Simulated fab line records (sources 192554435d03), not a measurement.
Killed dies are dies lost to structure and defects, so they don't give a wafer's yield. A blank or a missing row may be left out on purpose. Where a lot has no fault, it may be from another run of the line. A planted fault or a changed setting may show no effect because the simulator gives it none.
Code-filled problem report in 8D (eight disciplines) form	flow n5 finfet	the parts of the form that need people (team, actions taken, sign-off) are left out

== 1. WHAT WENT WRONG ==
killed at front end at N5_PASSIVATION_PROBE_49 reads a mean of 173 on 7 wafers of 3 lots; wafers without a fault read 41 with a standard deviation of 11. Measured from the usual mean, that is +12 standard deviations.
Seen first at day 17 05:26 on prober-01, wafer L394.2. The record has a number at this step for 12 wafers belonging to 5 lots. By rule, "out" or "out of limits" means more than 4 standard deviations away from the usual mean. The other wafers with a number count as sound.

== 2. WHAT THIS IS AND IS NOT ==
question	is	is not
which readings at this step	killed at front end, killed dies	killed_at_M0_to_M3, killed at contacts, killed on rim, killed short
which lots	L394, L395, L396	L381, L384
which wafers of those lots	L394.2, L394.4, L395.1, L395.6, L396.2, L396.3, L396.5	L394.3, L395.3
read on which tools	prober-01, prober-02	-
when	from day 17 05:26	up to then (3 sound wafers); but 2 sound wafers of L394, L395 came after

== 3. SUSPECTS, AND WHAT RULES EACH OUT ==
Counting: a tool at a process step up to the reading stays a suspect if it ran every lot that is out. Sound lots after the first of them don't rule it out here, since some wafers of a struck lot are sound.
- rie metal-02 at N5_GATE_CUT_ETCHBACK_30 (etches TiN in Cl2/Ar, target depth 3 nm): kept. It processed each lot that is out (first: L394, day 8 22:41); up to then, its last sound lot is L384 (day 6 10:56).
- At N5_GATE_CUT_ETCHBACK_30 on rie metal-02, chamber 0 took the sound wafers of the same lots and chamber 1 took the wafers that are out.
Remaining after the count: rie metal-02 at N5_GATE_CUT_ETCHBACK_30.

== 4. THE CAUSE (what the simulator had put in) ==
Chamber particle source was rie metal-02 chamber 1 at N5_GATE_CUT_ETCHBACK_30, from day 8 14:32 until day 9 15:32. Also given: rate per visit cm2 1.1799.
Counting left only this tool.

== 5. THE CHAIN OF EFFECTS, in route order ==
Each row: a reading whose mean over the struck wafers that have a number lies more than 3 standard deviations from the usual. Only readings whose record carries a usual standard deviation are examined. hours: median over the lots of the time between each lot's start at the first step of this table that gives one and its start at this step. sigmas: the change, counted in usual standard deviations.
hours	step	reading	usual	on struck wafers	change	sigmas
0	N5_PASSIVATION_PROBE_49	killed at front end	41	173	+132	+12
0	N5_PASSIVATION_PROBE_49	killed dies	107	234	+127	+7.5
Process steps it contains:
- N5_PASSIVATION_PROBE_49

== 6. WHAT WOULD HAVE CAUGHT IT SOONER ==
In this record no reading fell out of limits until day 17 05:26, 207 hours after the fault had begun at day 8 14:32.
No tool reading at N5_GATE_CUT_ETCHBACK_30 that has a usual standard deviation in the record was out on any struck wafer, so an alarm limit of 4 standard deviations on those readings would not have fired.
By day 17 05:26, every lot that is out (3) had started N5_GATE_CUT_ETCHBACK_30 on rie metal-02. A hold on the tool at that time would have spared none of them.
